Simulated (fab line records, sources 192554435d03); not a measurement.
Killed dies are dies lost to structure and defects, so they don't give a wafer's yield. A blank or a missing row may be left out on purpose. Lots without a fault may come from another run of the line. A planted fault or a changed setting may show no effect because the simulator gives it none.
Split-lot experiment | flow n5_finfet | 7 lots, 21 wafers read, on a route of 1938 steps

THE SPLIT
At N5_PMOS_HMC_CHANNEL_EPI_PEB_07 (peb time 60 s), the setting peb_time_s was moved away from the recipe's 60 s on 4 of the 21 wafers read, by -21.8% to -12.0%. The other wafers ran this setting at the recipe's value.

FROM THE SPLIT TO THE READING: what the file shows between them, 1 step
- N5_PMOS_HMC_CHANNEL_EPI_DEVELOP_08: develop time 30 s (also split here: develop_time_s)

THE READING
cd_nm, in nm, at N5_PMOS_HMC_CHANNEL_EPI_CD_MEAS_09 (target cd 237.4 nm). Fault-free wafers of this fab line usually give 237.7 nm, standard deviation 1.1 nm.

wafer  | tool, chamber at the split | peb_time_s as run, s | against the recipe | cd_nm, nm | against lot-mates on the recipe
L081.3 | litho_track-01, 0          | 60                   | recipe             | 239.0     | -
L081.4 | litho_track-01, 0          | 60                   | recipe             | 236.2     | -
L081.5 | litho_track-01, 0          | 60                   | recipe             | 237.0     | -
L082.1 | litho_track-03, 0          | 60                   | recipe             | 237.2     | -
L082.2 | litho_track-03, 0          | 60                   | recipe             | 234.8     | -
L082.5 | litho_track-03, 0          | 60                   | recipe             | 236.1     | -
L087.3 | litho_track-01, 0          | 60                   | recipe             | 238.4     | -
L087.4 | litho_track-01, 0          | 60                   | recipe             | 238.6     | -
L087.5 | litho_track-01, 0          | 60                   | recipe             | 239.8     | -
L089.2 | litho_track-01, 0          | 60                   | recipe             | 237.2     | -
L089.4 | litho_track-01, 0          | 60                   | recipe             | 238.6     | -
L089.6 | litho_track-01, 0          | 50.98                | -15.0%             | 231.6     | -6.3
L091.2 | litho_track-05, 0          | 60                   | recipe             | 238.1     | -
L091.5 | litho_track-05, 0          | 60                   | recipe             | 237.9     | -
L091.6 | litho_track-05, 0          | 60                   | recipe             | 237.6     | -
L093.1 | litho_track-03, 0          | 46.93                | -21.8%             | 226.2     | -11.1
L093.3 | litho_track-03, 0          | 46.93                | -21.8%             | 226.0     | -11.3
L093.5 | litho_track-03, 0          | 60                   | recipe             | 237.3     | -
L097.1 | litho_track-03, 0          | 60                   | recipe             | 239.0     | -
L097.5 | litho_track-03, 0          | 60                   | recipe             | 239.3     | -
L097.6 | litho_track-03, 0          | 52.78                | -12.0%             | 232.4     | -6.8

THE FIT
A straight line over all 21 wafers: cd_nm changes by +0.507 nm for each +1% of peb_time_s; r = +0.95; the points scatter about the line by 1.3 nm.
The same after taking each lot's own level away (the mean of its wafers on the recipe; 21 wafers): +0.503 nm for each +1%; r = +0.98; scatter 0.78 nm.
On that fit, the largest move of peb_time_s shifts the reading by 11 nm.
The lots' own levels span 236.03 to 239.15 nm, that is 2.8 times the standard deviation above.
So the lot-to-lot level changes the slope little: the two slopes agree.
Check: with one of the wafers moved furthest among these (-21.8%) left out of the fit, the line predicts -10.9 nm for it against its lot-mates. It came out at -11.1 nm against them.

OTHER SPLITS ON THESE WAFERS
These wafers also went through other splits before the reading. Each is held against what the fit with the lots' levels taken away leaves over:
other split on the same wafers                    | wafers away from the commonest value | r with cd_nm (lot level and that fit taken away)
N5_ZERO_LAYER_ETCH_18 icp_w                       | 8                                    | -0.14
N5_PMOS_HMC_CHANNEL_EPI_DEVELOP_08 develop_time_s | 8                                    | +0.24

THE WHOLE CHAIN: every reading that the file lists as answering this split, in the file's order
step                               | what it does                                                           | reading                                                                     | change (the file's fit)               | r (the file's)
N5_PMOS_HMC_CHANNEL_EPI_CD_MEAS_09 | target cd 237.4 nm                                                     | cd_nm                                                                       | +0.494 nm for each +1% of the setting | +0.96
N5_PMOS_HMC_CHANNEL_EPI_DESCUM_14  | chemistry O2, time 7.9 s                                               | PMOS_HMC_CHANNEL_EPI.cd_nm (the simulator's own value, which no gauge read) | +0.493 nm for each +1% of the setting | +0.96
N5_PMOS_HMC_CHANNEL_EPI_ETCH_32    | etches BARC in N2/H2, stops on SiO2, target depth 85.8 nm, time 50.3 s | PMOS_HMC_CHANNEL_EPI.cd_nm (the simulator's own value, which no gauge read) | +0.497 nm for each +1% of the setting | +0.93

THE FILE'S OWN FIT
cd_nm changes by +0.494 nm for each +1% of peb_time_s, r = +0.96.
